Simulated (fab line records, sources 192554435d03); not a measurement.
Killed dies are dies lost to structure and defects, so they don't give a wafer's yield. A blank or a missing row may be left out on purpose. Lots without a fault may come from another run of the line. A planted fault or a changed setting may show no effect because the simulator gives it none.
Problem report in the 8D (eight disciplines) form, filled by code | flow n5_finfet | the parts of the form that need people (team, actions taken, sign-off) are left out

1. THE PROBLEM
beam_energy_keV at N5_WELL_APT_IMPLANT_15 reads a mean of 17.440 on 9 wafers of 3 lots; wafers without a fault read 25.000 with a standard deviation of 0.0082. That is -99 or more standard deviations from the usual mean.
First seen on wafer L736.2, day 3 02:07, on implanter-01. The record holds 21 wafers of 7 lots with a number at this step. Rule for "out", or "out of limits": more than 4 standard deviations from the usual mean. The other wafers with a number count as sound.

2. WHAT IT IS AND WHAT IT IS NOT
question                    | is                     | is not
which readings at this step | beam_energy_keV        | -
which lots                  | L736, L737, L738       | L733, L741, L747, L749
which wafers of those lots  | all that have a number | -
read on which tools         | implanter-01           | implanter-02
when                        | from day 3 02:07       | up to then (3 sound wafers); but 9 sound wafers of L741, L747, L749 came after

3. SUSPECTS, AND WHAT RULES EACH OUT
Counting: a tool at a process step up to the reading stays a suspect if it ran every lot that is out and no sound lot after the first of them.
- implanter-01 at N5_WELL_APT_IMPLANT_15: kept. It ran every lot that is out, first L736 (day 3 02:07), and no sound lot after that; its last sound lot up to then is L733 (day 2 08:13). Its own readings are out on those wafers: beam_energy_keV.
Left after counting: implanter-01 at N5_WELL_APT_IMPLANT_15.

4. THE CAUSE (what the simulator had put in)
Process parameter drift: implanter-01, from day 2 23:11 on, at N5_WELL_APT_IMPLANT_15. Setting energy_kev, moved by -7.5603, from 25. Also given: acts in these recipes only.
Counting left only this tool.

5. THE CHAIN OF EFFECTS, in route order
Each row: a reading whose mean over the struck wafers that have a number lies more than 3 standard deviations from the usual. Only readings for which the record gives a usual standard deviation are gone through. hours: the time from each lot's start at the first step in this table that gives one to its start at this step, as a median over the lots. sigmas: the change in usual standard deviations.
hours | step                   | reading         | usual  | on struck wafers | change | sigmas
0     | N5_WELL_APT_IMPLANT_15 | beam_energy_keV | 25.000 | 17.440           | -7.560 | -99 or more
The process steps in it:
- N5_WELL_APT_IMPLANT_15

6. WHAT WOULD HAVE CAUGHT IT SOONER
In this record the first reading out of limits was taken at day 3 02:07, 3 hours after the fault began at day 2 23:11.
